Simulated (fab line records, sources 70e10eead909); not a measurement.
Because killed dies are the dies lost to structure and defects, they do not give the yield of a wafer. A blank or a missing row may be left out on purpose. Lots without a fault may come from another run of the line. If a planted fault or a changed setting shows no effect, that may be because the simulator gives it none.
A lot that was struck, set against a sound lot :: flow nand-harc :: 14 out of 1302 route steps
Sound: these wafers, L576.2, L576.4, L576.6. Struck: wafers L577.3, L577.5. The cause is named last.
At each step with rows: each side's tool, then ch and its chambers, then its first start. Under that, the readings that differ: sound wafers :: struck wafers :: difference of the means :: sigmas: that difference in standard deviations of wafers without a fault.
alike: same words and numbers on both sides, and readings whose means sit less than 2 such deviations apart. not compared: any withheld reading, any reading some wafer has no value for, any bound like >300 that may hide the same value, and any number with overlapping values for which the record gives no deviation.
A row with sigmas, a row that says differs or no value, or rows on one side alone: a step with any of these is where the two part. Numbers that have no deviation but don't overlap get no sigmas and don't part them. Lack of a reading on every wafer of one side parts them only where that side has two or more wafers.

first, 9 steps without rows for these wafers: NHARC_A_STAIRCASE_DEHYDRATE_158 (time 120 s); NHARC_A_STAIRCASE_HMDS_159 (time 30 s); NHARC_A_STAIRCASE_COAT_160; NHARC_A_STAIRCASE_SOFTBAKE_161 (time 170 s); NHARC_A_STAIRCASE_EBR_162; NHARC_A_STAIRCASE_EXPOSE_163 (exposes mask STAIR OPEN); NHARC_A_STAIRCASE_PEB_164 (peb time 130 s); NHARC_A_STAIRCASE_DEVELOP_165 (time 140 s); NHARC_A_STAIRCASE_HARDBAKE_167 (time 140 s).
NHARC_A_STAIRCASE_DESCUM_168: chemistry O2, time 3 s.
  sound on rie-diel-08 ch 0,1, day 23 05:35; struck on rie-diel-12 ch 1, day 23 14:27
  alike: drypump-motor-current-A, o2-flow-sccm, oes-product-au, rf-vpp-V, showerhead-plenum-p-Torr, throttle-valve-pct
  not compared: rf-hours-counter-h
NHARC_A_STAIRCASE_ETCH_169: etches the open film in CH3F/O2, target depth 50 nm, time 107.1 s.
  sound on rie-diel-08 ch 0,1,2, day 23 05:42; struck on rie-diel-12 ch 1,2, day 23 14:34
  alike: drypump-motor-current-A, o2-flow-sccm, oes-product-au, rf-vpp-V, run-length-s, showerhead-plenum-p-Torr, throttle-valve-pct
  not compared: rf-hours-counter-h
NHARC_A_STAIRCASE_ETCH_170: etches the open film in C4F6/O2, target depth 200 nm, time 66.667 s.
  sound on rie-diel-08 ch 0,1,2, day 23 05:49; struck on rie-diel-12 ch 0,1, day 23 14:41
reading: run-length-s (s)
sound: 87.7 88.4 87.8
struck: 77.4 77.8
difference: -10.4
sigmas: -27
  alike: drypump-motor-current-A, o2-flow-sccm, oes-product-au, rf-vpp-V, showerhead-plenum-p-Torr, throttle-valve-pct
  not compared: rf-hours-counter-h
NHARC_A_STAIRCASE_STRIP_171: strips in O2.
  sound on plasma-asher-02 ch 1, day 23 05:56; struck on plasma-asher-01 ch 0, day 23 14:56
  alike: drypump-motor-current-A, heater-power-w
  not compared: rf-hours-counter-h
-- record jumps: 9 days between struck wafers' starts before vs after; left off in module A_STAIRCASE, resumes in module END, first step shown is number 1302 of the route --
NHARC_END_SORT_01:
  here the record holds rows for the struck wafers (prober-01 ch 0, day 32 22:01) but none for the sound ones

WHERE THEY PART
First at NHARC_A_STAIRCASE_ETCH_170; last, within this record, at NHARC_END_SORT_01.

WHY: whatever the simulator had introduced
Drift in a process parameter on rie-diel-12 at NHARC_A_STAIRCASE_ETCH_170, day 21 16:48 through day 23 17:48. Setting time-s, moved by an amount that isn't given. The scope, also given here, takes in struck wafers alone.
